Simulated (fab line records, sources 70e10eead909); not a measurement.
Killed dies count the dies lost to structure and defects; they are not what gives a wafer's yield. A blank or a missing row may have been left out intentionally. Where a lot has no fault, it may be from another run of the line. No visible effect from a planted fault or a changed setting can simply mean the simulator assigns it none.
fab line records + flow nand-harc + part 2 of 2: steps 4 to 6 of 6
record:
- lots: 20
- wafers: 60
- last-day: 33
route steps=1302 shown A_STAIRCASE@668
lots with no fault: from the same line, run without faults
start-h: hours from the record's first day to the start of the lot's first wafer shown + wait-h: time in hours since the lot's previous step + " repeats the value in the row above + L1.1+2: several wafers, shown together as one row + - no value present, or no start provided + * or withheld: withheld + < > ~ a bound
route shown NAME@n: names a module that has steps shown in the file, with the first one's number in the route + usual: mean/standard deviation of fault-free wafers + same: alike in all rows + chamber/n: place in a boat + sites: each site's reading + _std_site: the values' standard deviation + _edge_site: the outer-site mean with the inner-site mean subtracted + radius-mm: how far each site lies from the wafer's centre + mask NAME#n: copy n + behind: tool/chamber where the wafer was last shaped + hold: reason for holding the lot/hours on hold/outcome of the hold + device: which transistor (n, p or np) failed to switch + end of line: tests of these same wafers at the route's end + a step with no rows: only its recipe + killed: the dies lost at the first sort to structure and to defects; this is not the yield of the wafer + map: dies across one wafer; x = killed, . = not, _ = none there
set.NAME: the setting the step ran with; set.NAME@STEP: the setting that earlier step ran with + model.NAME: the simulator's own value behind a step, which no gauge read
the route's steps for a sample of lots (tables are steps, rows are wafers)
services: a tool's chamber out of use, with start hour (start-h, from the record's first day; less than 0 if before it), hours out, and reason
== steps ==
step: NHARC_A_STAIRCASE_TRIM_191
recipe:
- time-s: 211.2
- o2-flow-sccm: 500
- ar-flow-sccm: 0
- bias-w: 0
- chemistry: O2
usual:
- chamber-pressure-mTorr: 59.99/0.052
- drypump-motor-current-A: 5.9/0.42
- oes-product-au: 0.999/0.01
- rf-vpp-V: 57.6/0.91
- showerhead-plenum-p-Torr: 3.46/0.14
- throttle-valve-pct: 17.036/0.0085
| lot.wafer | tool        | chamber | start-h | wait-h | chamber-pressure-mTorr | drypump-motor-current-A | oes-product-au | rf-hours-counter-h | rf-vpp-V | showerhead-plenum-p-Torr | throttle-valve-pct |
|-----------|-------------|---------|---------|--------|------------------------|-------------------------|----------------|--------------------|----------|--------------------------|--------------------|
| L074.4    | rie-diel-05 | 3       | -       | -      | 59.97                  | 5.7                     | 0.991          | 33                 | 57.1     | 3.34                     | 17.045             |
| L074.1    | "           | 1       | "       | "      | 60.01                  | 5.3                     | 0.998          | 32                 | 56.1     | 3.39                     | 17.030             |
| L074.5    | "           | 2       | "       | "      | 59.95                  | 6.2                     | 0.992          | -                  | 58.3     | 3.59                     | 17.044             |
| L075.1    | rie-diel-11 | 1       | -       | -      | 59.96                  | 5.8                     | 0.992          | 37                 | 59.4     | 3.43                     | 17.050             |
| L075.6    | "           | 0       | "       | "      | 59.96                  | 6.2                     | 1.002          | -                  | 57.2     | 3.49                     | 17.053             |
| L075.5    | "           | 1       | "       | "      | 59.94                  | 5.8                     | 0.992          | -                  | 57.9     | 3.43                     | 17.040             |
| L076.2    | rie-diel-04 | 1       | -       | -      | 60.03                  | 5.7                     | 1.006          | 1                  | 58.6     | 3.56                     | 17.039             |
| L076.4    | "           | 3       | "       | "      | 59.96                  | 5.6                     | 0.992          | 2                  | 56.6     | 3.30                     | 17.023             |
| L076.3    | "           | 0       | "       | "      | 59.97                  | 6.6                     | 1.016          | 2                  | 58.5     | 3.59                     | 17.041             |
| L078.3    | rie-diel-11 | 1       | -       | -      | 60.09                  | 5.8                     | 0.992          | 46                 | 58.7     | 3.43                     | 17.034             |
| L078.1    | "           | 3       | "       | "      | 59.97                  | 5.4                     | 0.989          | 42                 | 57.7     | 3.78                     | 17.028             |
| L078.5    | "           | 0       | "       | "      | 60.03                  | 6.3                     | 0.994          | -                  | 59.3     | 3.48                     | 17.035             |
| L077.2    | rie-diel-11 | 3       | -       | -      | 60.08                  | 5.4                     | 0.989          | 42                 | 58.0     | 3.78                     | 17.038             |
| L077.5    | "           | 1       | "       | "      | 60.05                  | 5.8                     | 0.996          | -                  | 58.1     | 3.42                     | 17.020             |
| L077.6    | "           | 2       | "       | "      | 59.94                  | 5.5                     | 1.004          | -                  | 58.7     | 3.32                     | 17.046             |
| L079.3    | rie-diel-11 | 1       | -       | -      | 59.90                  | 5.8                     | 0.994          | 53                 | 57.8     | 3.42                     | 17.029             |
| L079.6    | "           | 2       | "       | "      | 59.99                  | 5.5                     | 1.007          | -                  | 57.5     | 3.31                     | 17.034             |
| L079.5    | "           | 3       | "       | "      | 60.02                  | 5.4                     | 1.018          | -                  | 58.9     | 3.78                     | 17.026             |
| L081.2    | rie-diel-05 | 2       | -       | -      | 59.88                  | 6.3                     | 1.005          | 6                  | 58.0     | 3.58                     | 17.038             |
| L081.3    | "           | 0       | "       | "      | 59.99                  | 6.7                     | 1.011          | 5                  | 56.5     | 3.32                     | 17.050             |
| L081.1    | "           | 1       | "       | "      | 60.00                  | 5.3                     | 0.986          | 4                  | 57.6     | 3.38                     | 17.037             |
| L080.4    | rie-diel-11 | 3       | -       | -      | 59.95                  | 5.4                     | 0.996          | 55                 | 58.9     | 3.78                     | 17.024             |
| L080.6    | "           | 2       | "       | "      | 60.06                  | 5.5                     | 0.998          | -                  | 56.1     | 3.31                     | 17.033             |
| L080.5    | "           | 3       | "       | "      | 60.02                  | 5.4                     | 1.005          | -                  | 57.6     | 3.78                     | 17.034             |
| L083.4    | rie-diel-04 | 0       | -       | -      | 59.94                  | 6.6                     | 1.011          | 31                 | 59.4     | 3.57                     | 17.028             |
| L083.1    | "           | 2       | "       | "      | 59.95                  | 5.6                     | 0.992          | 29                 | 56.6     | 3.44                     | 17.051             |
| L083.6    | "           | 0       | "       | "      | 60.01                  | 6.6                     | 1.011          | -                  | 57.6     | 3.57                     | 17.028             |
| L084.3    | rie-diel-11 | 2       | -       | -      | 59.99                  | 5.5                     | 0.999          | 3                  | 55.8     | 3.31                     | 17.040             |
| L084.2    | "           | 3       | "       | "      | 60.00                  | 5.4                     | 0.998          | 4                  | 57.9     | 3.77                     | 17.036             |
| L084.6    | "           | 2       | "       | "      | 60.01                  | 5.5                     | 1.002          | -                  | 55.6     | 3.31                     | 17.038             |
| L085.2    | rie-diel-04 | 3       | -       | -      | 59.99                  | 5.6                     | 0.995          | 32                 | 58.2     | 3.29                     | 17.026             |
| L085.3    | "           | 0       | "       | "      | 60.04                  | 6.6                     | 1.006          | 36                 | 58.2     | 3.57                     | 17.022             |
| L085.4    | "           | 1       | "       | "      | 60.10                  | 5.7                     | 1.001          | 36                 | 57.3     | 3.54                     | 17.015             |
| L086.1    | rie-diel-05 | 1       | -       | -      | 59.94                  | 5.3                     | 0.988          | 15                 | 57.7     | 3.37                     | 17.038             |
| L086.4    | "           | 0       | "       | "      | 60.01                  | 6.7                     | 1.021          | 18                 | 59.5     | 3.32                     | 17.060             |
| L086.6    | "           | 1       | "       | "      | 60.09                  | 5.3                     | 0.983          | -                  | 58.6     | 3.37                     | 17.042             |
| L087.4    | rie-diel-05 | 2       | -       | -      | 60.06                  | 6.2                     | 1.019          | 19                 | 56.2     | 3.58                     | 17.038             |
| L087.2    | "           | 0       | "       | "      | 59.99                  | 6.7                     | 1.006          | 18                 | 59.0     | 3.32                     | 17.039             |
| L087.5    | "           | 2       | "       | "      | 60.02                  | 6.2                     | 1.014          | -                  | 59.3     | 3.58                     | 17.032             |
| L089.4    | rie-diel-04 | 0       | -       | -      | 60.05                  | 6.6                     | 1.005          | 53                 | 57.5     | 3.56                     | 17.038             |
| L089.3    | "           | 2       | "       | "      | 59.93                  | 5.6                     | 1.003          | 46                 | 56.2     | 3.43                     | 17.034             |
| L089.5    | "           | 0       | "       | "      | 59.97                  | 6.6                     | 1.005          | -                  | 57.6     | 3.56                     | 17.042             |
| L091.1    | rie-diel-11 | 1       | -       | -      | 59.96                  | 5.8                     | 0.994          | 22                 | 57.5     | 3.41                     | 17.041             |
| L091.3    | "           | 3       | "       | "      | 59.98                  | 5.4                     | 0.997          | 28                 | 58.5     | 3.76                     | 17.043             |
| L091.4    | "           | 0       | "       | "      | 59.93                  | 6.3                     | 0.999          | 26                 | 56.8     | 3.46                     | 17.045             |
| L090.1    | rie-diel-04 | 3       | -       | -      | 59.98                  | 5.6                     | 0.998          | 50                 | 56.6     | 3.28                     | 17.038             |
| L090.3    | "           | 1       | "       | "      | 59.95                  | 5.6                     | 1.015          | 55                 | 59.1     | 3.53                     | 17.042             |
| L090.6    | "           | 0       | "       | "      | 59.95                  | 6.6                     | 1.009          | -                  | 58.1     | 3.56                     | 17.040             |
| L094.4    | rie-diel-11 | 2       | -       | -      | 59.99                  | 5.5                     | 1.023          | 33                 | 59.0     | 3.29                     | 17.040             |
| L094.1    | "           | 3       | "       | "      | 59.93                  | 5.4                     | 0.981          | 37                 | 58.2     | 3.75                     | 17.048             |
| L094.5    | "           | 2       | "       | "      | 60.06                  | 5.5                     | 1.010          | -                  | 57.4     | 3.29                     | 17.034             |
| L093.3    | rie-diel-11 | 1       | -       | -      | 60.07                  | 5.8                     | 0.979          | 37                 | 58.4     | 3.40                     | 17.041             |
| L093.5    | "           | 0       | "       | "      | 59.94                  | 6.3                     | 0.982          | -                  | 58.0     | 3.45                     | 17.040             |
| L093.6    | "           | 1       | "       | "      | 59.95                  | 5.8                     | 0.989          | -                  | 58.6     | 3.40                     | 17.042             |
| L096.1    | rie-diel-05 | 3       | -       | -      | 60.03                  | 5.8                     | 0.992          | 49                 | 57.9     | 3.31                     | 17.036             |
| L096.6    | "           | 2       | "       | "      | 59.99                  | 6.2                     | 1.011          | -                  | 57.8     | 3.56                     | 17.035             |
| L096.5    | "           | 3       | "       | "      | 60.00                  | 5.8                     | 0.987          | -                  | 57.0     | 3.31                     | 17.040             |
| L095.2    | rie-diel-04 | 1       | -       | -      | 59.88                  | 5.6                     | 0.994          | 8                  | 56.8     | 3.53                     | 17.050             |
| L095.6    | "           | 0       | "       | "      | 59.86                  | 6.6                     | 1.012          | -                  | 56.9     | 3.55                     | 17.047             |
| L095.5    | "           | 1       | "       | "      | 60.06                  | 5.7                     | 1.000          | -                  | 58.0     | 3.52                     | 17.042             |
step: NHARC_A_STAIRCASE_ETCH_194
recipe:
- target-depth-a: 1000
- time-s: 40.5
- ion-energy-ev: 400
- c4f8-flow-sccm: 20
- o2-flow-sccm: 10
- ar-flow-sccm: withheld
- rf-w: 600
- bias-w: 1000
- chemistry: C4F8/O2
usual:
- chamber-pressure-mTorr: 25.002/0.02
- oes-product-au: 0.941/0.011
- rf-vpp-V: 893/5.4
| lot.wafer | tool        | chamber | start-h | wait-h | chamber-pressure-mTorr | oes-product-au | rf-hours-counter-h | rf-vpp-V |
|-----------|-------------|---------|---------|--------|------------------------|----------------|--------------------|----------|
| L074.4    | rie-diel-05 | 1       | -       | -      | 24.989                 | 0.953          | 32                 | 892      |
| L074.1    | "           | 0       | "       | "      | 24.962                 | 0.956          | 34                 | 890      |
| L074.5    | "           | 1       | "       | "      | 25.007                 | 0.950          | -                  | 892      |
| L075.1    | rie-diel-11 | 3       | -       | -      | 24.981                 | 0.935          | 31                 | 905      |
| L075.5    | "           | 1       | "       | "      | 25.008                 | 0.935          | -                  | 891      |
| L075.6    | "           | 2       | "       | "      | 24.991                 | 0.951          | -                  | 889      |
| L076.2    | rie-diel-04 | 0       | -       | -      | 25.004                 | 0.968          | 2                  | 897      |
| L076.4    | "           | 1       | "       | "      | 25.023                 | 0.941          | 2                  | 899      |
| L076.3    | "           | 3       | "       | "      | 24.998                 | 0.949          | 2                  | 888      |
| L078.3    | rie-diel-11 | 0       | -       | -      | 24.989                 | 0.935          | 47                 | 895      |
| L078.1    | "           | 1       | "       | "      | 25.024                 | 0.932          | 46                 | 894      |
| L078.5    | "           | 1       | "       | "      | 25.029                 | 0.928          | -                  | 890      |
| L077.2    | rie-diel-11 | 0       | -       | -      | 24.982                 | 0.938          | 47                 | 894      |
| L077.5    | "           | 3       | "       | "      | 24.988                 | 0.943          | -                  | 905      |
| L077.6    | "           | 0       | "       | "      | 25.039                 | 0.941          | -                  | 894      |
| L079.3    | rie-diel-11 | 3       | -       | -      | 25.007                 | 0.926          | 50                 | 905      |
| L079.5    | "           | 2       | "       | "      | 24.998                 | 0.928          | -                  | 887      |
| L079.6    | "           | 3       | "       | "      | 25.002                 | 0.917          | -                  | 904      |
| L081.2    | rie-diel-05 | 2       | -       | -      | 24.987                 | 0.964          | 6                  | 896      |
| L081.1    | "           | 3       | "       | "      | 25.009                 | 0.925          | 7                  | 888      |
| L081.3    | "           | 1       | "       | "      | 24.963                 | 0.938          | 5                  | 891      |
| L080.4    | rie-diel-11 | 3       | -       | -      | 25.002                 | 0.943          | 55                 | 906      |
| L080.6    | "           | 1       | "       | "      | 24.982                 | 0.930          | -                  | 891      |
| L080.5    | "           | 2       | "       | "      | 25.008                 | 0.944          | -                  | 886      |
| L083.4    | rie-diel-04 | 3       | -       | -      | 25.009                 | 0.939          | 29                 | 887      |
| L083.1    | "           | 0       | "       | "      | 24.966                 | 0.956          | 31                 | 899      |
| L083.6    | "           | 3       | "       | "      | 25.003                 | 0.933          | -                  | 887      |
| L084.3    | rie-diel-11 | 1       | -       | -      | 25.013                 | 0.945          | 4                  | 892      |
| L084.2    | "           | 0       | "       | "      | 25.019                 | 0.929          | 5                  | 895      |
| L084.6    | "           | 1       | "       | "      | 25.016                 | 0.947          | -                  | 894      |
| L085.2    | rie-diel-04 | 1       | -       | -      | 24.996                 | 0.950          | 36                 | 897      |
| L085.4    | "           | 2       | "       | "      | 24.970                 | 0.940          | 33                 | 892      |
| L085.3    | "           | 3       | "       | "      | 25.033                 | 0.935          | 32                 | 887      |
| L086.1    | rie-diel-05 | 1       | -       | -      | 25.006                 | 0.934          | 15                 | 891      |
| L086.4    | "           | 2       | "       | "      | 24.995                 | 0.946          | 19                 | 897      |
| L086.6    | "           | 3       | "       | "      | 25.001                 | 0.934          | -                  | 889      |
| L087.2    | rie-diel-05 | 1       | -       | -      | 25.039                 | 0.936          | 15                 | 890      |
| L087.4    | "           | 2       | "       | "      | 24.974                 | 0.945          | 19                 | 897      |
| L087.5    | "           | 0       | "       | "      | 25.017                 | 0.956          | -                  | 887      |
| L089.4    | rie-diel-04 | 2       | -       | -      | 25.029                 | 0.941          | 46                 | 892      |
| L089.3    | "           | 3       | "       | "      | 24.963                 | 0.946          | 47                 | 888      |
| L089.5    | "           | 2       | "       | "      | 25.004                 | 0.952          | -                  | 891      |
| L091.1    | rie-diel-11 | 0       | -       | -      | 24.962                 | 0.933          | 26                 | 893      |
| L091.4    | "           | 1       | "       | "      | 24.982                 | 0.937          | 22                 | 891      |
| L091.3    | "           | 3       | "       | "      | 25.001                 | 0.953          | 28                 | 904      |
| L090.3    | rie-diel-04 | 2       | -       | -      | 24.995                 | 0.933          | 49                 | 892      |
| L090.1    | "           | 0       | "       | "      | 25.019                 | 0.965          | 56                 | 898      |
| L090.6    | "           | 2       | "       | "      | 24.951                 | 0.936          | -                  | 892      |
| L094.1    | rie-diel-11 | 1       | -       | -      | 25.009                 | 0.931          | 35                 | 890      |
| L094.4    | "           | 2       | "       | "      | 24.992                 | 0.946          | 34                 | 887      |
| L094.5    | "           | 1       | "       | "      | 25.005                 | 0.926          | -                  | 892      |
| L093.3    | rie-diel-11 | 3       | -       | -      | 24.983                 | 0.944          | 39                 | 903      |
| L093.5    | "           | 3       | "       | "      | 25.028                 | 0.942          | -                  | 903      |
| L093.6    | "           | 0       | "       | "      | 25.017                 | 0.929          | -                  | 893      |
| L096.1    | rie-diel-05 | 2       | -       | -      | 24.998                 | 0.965          | 53                 | 897      |
| L096.6    | "           | 3       | "       | "      | 25.015                 | 0.925          | -                  | 887      |
| L096.5    | "           | 0       | "       | "      | 24.975                 | 0.944          | -                  | 888      |
| L095.2    | rie-diel-04 | 3       | -       | -      | 25.014                 | 0.932          | 9                  | 906      |
| L095.5    | "           | 1       | "       | "      | 24.954                 | 0.924          | -                  | 896      |
| L095.6    | "           | 2       | "       | "      | 24.987                 | 0.934          | -                  | 892      |
step: NHARC_A_STAIRCASE_ETCH_199
recipe:
- target-depth-a: 1000
- time-s: 40.5
- ion-energy-ev: 400
- c4f8-flow-sccm: 20
- o2-flow-sccm: 10
- ar-flow-sccm: withheld
- rf-w: 600
- bias-w: 1000
- chemistry: C4F8/O2
usual:
- chamber-pressure-mTorr: 24.999/0.024
- oes-product-au: 0.947/0.015
- rf-vpp-V: 893/5.2
| lot.wafer | tool        | chamber | start-h | wait-h | chamber-pressure-mTorr | oes-product-au | rf-hours-counter-h | rf-vpp-V |
|-----------|-------------|---------|---------|--------|------------------------|----------------|--------------------|----------|
| L074.4    | rie-diel-11 | 2       | -       | -      | 25.017                 | 0.945          | 33                 | 890      |
| L074.1    | "           | 0       | "       | "      | 24.983                 | 0.969          | 35                 | 893      |
| L074.5    | "           | 2       | "       | "      | 24.994                 | 0.960          | -                  | 888      |
| L075.1    | rie-diel-05 | 3       | -       | -      | 25.027                 | 0.959          | 37                 | 888      |
| L075.6    | "           | 0       | "       | "      | 24.990                 | 0.961          | -                  | 889      |
| L075.5    | "           | 1       | "       | "      | 24.985                 | 0.945          | -                  | 891      |
| L076.4    | rie-diel-05 | 2       | -       | -      | 24.993                 | 0.959          | 40                 | 898      |
| L076.2    | "           | 3       | "       | "      | 25.008                 | 0.937          | 39                 | 889      |
| L076.3    | "           | 1       | "       | "      | 25.045                 | 0.966          | 38                 | 891      |
| L078.1    | rie-diel-04 | 3       | -       | -      | 25.030                 | 0.927          | 8                  | 887      |
| L078.3    | "           | 1       | "       | "      | 25.011                 | 0.938          | 9                  | 897      |
| L078.5    | "           | 2       | "       | "      | 24.981                 | 0.931          | -                  | 892      |
| L077.2    | rie-diel-11 | 0       | -       | -      | 25.003                 | 0.946          | 47                 | 893      |
| L077.6    | "           | 0       | "       | "      | 25.005                 | 0.953          | -                  | 895      |
| L077.5    | "           | 1       | "       | "      | 25.007                 | 0.947          | -                  | 893      |
| L079.3    | rie-diel-11 | 2       | -       | -      | 24.985                 | 0.935          | 52                 | 889      |
| L079.5    | "           | 0       | "       | "      | 24.984                 | 0.936          | -                  | 893      |
| L079.6    | "           | 1       | "       | "      | 25.025                 | 0.927          | -                  | 891      |
| L081.1    | rie-diel-04 | 0       | -       | -      | 24.993                 | 0.950          | 26                 | 898      |
| L081.3    | "           | 1       | "       | "      | 25.049                 | 0.965          | 24                 | 896      |
| L081.2    | "           | 2       | "       | "      | 24.999                 | 0.966          | 22                 | 893      |
| L080.4    | rie-diel-11 | 0       | -       | -      | 24.985                 | 0.947          | 60                 | 894      |
| L080.6    | "           | 1       | "       | "      | 25.015                 | 0.926          | -                  | 893      |
| L080.5    | "           | 2       | "       | "      | 25.004                 | 0.941          | -                  | 888      |
| L083.4    | rie-diel-05 | 3       | -       | -      | 25.005                 | 0.960          | 12                 | 888      |
| L083.1    | "           | 0       | "       | "      | 25.035                 | 0.977          | 11                 | 889      |
| L083.6    | "           | 2       | "       | "      | 25.053                 | 0.981          | -                  | 897      |
| L084.2    | rie-diel-04 | 3       | -       | -      | 24.984                 | 0.989          | 30                 | 886      |
| L084.3    | "           | 0       | "       | "      | 25.013                 | 0.964          | 34                 | 897      |
| L084.6    | "           | 2       | "       | "      | 25.006                 | 0.959          | -                  | 893      |
| L085.4    | rie-diel-11 | 2       | -       | -      | 24.986                 | 0.966          | 6                  | 887      |
| L085.2    | "           | 0       | "       | "      | 25.049                 | 0.947          | 7                  | 894      |
| L085.3    | "           | 1       | "       | "      | 25.014                 | 0.949          | 6                  | 892      |
| L086.4    | rie-diel-05 | 2       | -       | -      | 25.039                 | 0.954          | 20                 | 898      |
| L086.1    | "           | 0       | "       | "      | 24.980                 | 0.951          | 19                 | 888      |
| L086.6    | "           | 3       | "       | "      | 25.000                 | 0.936          | -                  | 889      |
| L087.2    | rie-diel-05 | 0       | -       | -      | 24.964                 | 0.953          | 19                 | 889      |
| L087.4    | "           | 3       | "       | "      | 24.983                 | 0.920          | 21                 | 889      |
| L087.5    | "           | 0       | "       | "      | 24.953                 | 0.947          | -                  | 889      |
| L089.4    | rie-diel-04 | 1       | -       | -      | 25.031                 | 0.945          | 52                 | 897      |
| L089.3    | "           | 2       | "       | "      | 25.041                 | 0.935          | 47                 | 892      |
| L089.5    | "           | 1       | "       | "      | 25.021                 | 0.952          | -                  | 896      |
| L091.4    | rie-diel-05 | 0       | -       | -      | 25.009                 | 0.973          | 33                 | 887      |
| L091.1    | "           | 1       | "       | "      | 24.993                 | 0.941          | 32                 | 891      |
| L091.3    | "           | 3       | "       | "      | 25.008                 | 0.958          | 37                 | 890      |
| L090.3    | rie-diel-04 | 1       | -       | -      | 24.983                 | 0.959          | 55                 | 897      |
| L090.1    | "           | 2       | "       | "      | 25.020                 | 0.938          | 49                 | 893      |
| L090.6    | "           | 0       | "       | "      | 24.969                 | 0.959          | -                  | 898      |
| L094.1    | rie-diel-11 | 1       | -       | -      | 24.971                 | 0.932          | 35                 | 892      |
| L094.4    | "           | 3       | "       | "      | 24.990                 | 0.932          | 38                 | 904      |
| L094.5    | "           | 2       | "       | "      | 24.982                 | 0.942          | -                  | 887      |
| L093.3    | rie-diel-11 | 2       | -       | -      | 24.965                 | 0.951          | 36                 | 887      |
| L093.5    | "           | 2       | "       | "      | 25.017                 | 0.948          | -                  | 887      |
| L093.6    | "           | 3       | "       | "      | 24.988                 | 0.936          | -                  | 904      |
| L096.1    | rie-diel-05 | 3       | -       | -      | 25.011                 | 0.941          | 49                 | 887      |
| L096.6    | "           | 0       | "       | "      | 24.997                 | 0.952          | -                  | 887      |
| L096.5    | "           | 1       | "       | "      | 25.000                 | 0.942          | -                  | 890      |
| L095.2    | rie-diel-11 | 3       | -       | -      | 25.061                 | 0.937          | 43                 | 905      |
| L095.5    | "           | 0       | "       | "      | 24.993                 | 0.933          | -                  | 893      |
| L095.6    | "           | 1       | "       | "      | 25.030                 | 0.932          | -                  | 891      |
== services ==
| tool        | chamber | start-h | hours | kind   |
|-------------|---------|---------|-------|--------|
| rie-diel-11 | 0       | 338.96  | -     | clean  |
| rie-diel-11 | 1       | 338.96  | -     | clean  |
| rie-diel-11 | 2       | 338.96  | -     | clean  |
| rie-diel-11 | 3       | 338.96  | -     | clean  |
| rie-diel-04 | -       | 357.72  | 9.0   | pm     |
| rie-diel-11 | 0       | 363.46  | -     | clean  |
| rie-diel-11 | 1       | 363.46  | -     | clean  |
| rie-diel-11 | 2       | 363.46  | -     | clean  |
| rie-diel-11 | 3       | 363.46  | -     | clean  |
| rie-diel-11 | 1       | 368.49  | 3.0   | repair |
| rie-diel-05 | -       | 379.33  | 0.6   | repair |
| rie-diel-11 | 0       | 382.77  | 2.6   | repair |
| rie-diel-05 | 2       | 387.19  | 2.6   | repair |
| rie-diel-11 | 0       | 387.96  | -     | clean  |
| rie-diel-11 | 1       | 387.96  | -     | clean  |
| rie-diel-11 | 2       | 387.96  | -     | clean  |
| rie-diel-11 | 3       | 387.96  | -     | clean  |
| rie-diel-04 | 2       | 396.83  | 6.5   | repair |
| rie-diel-05 | -       | 406.66  | 9.0   | pm     |
| rie-diel-11 | 0       | 413.01  | -     | clean  |
| rie-diel-05 | 1       | 430.65  | 7.7   | repair |
| rie-diel-11 | -       | 433.46  | 9.0   | pm     |
| rie-diel-04 | 3       | 453.51  | 2.3   | repair |
| rie-diel-04 | -       | 534.72  | 9.0   | pm     |
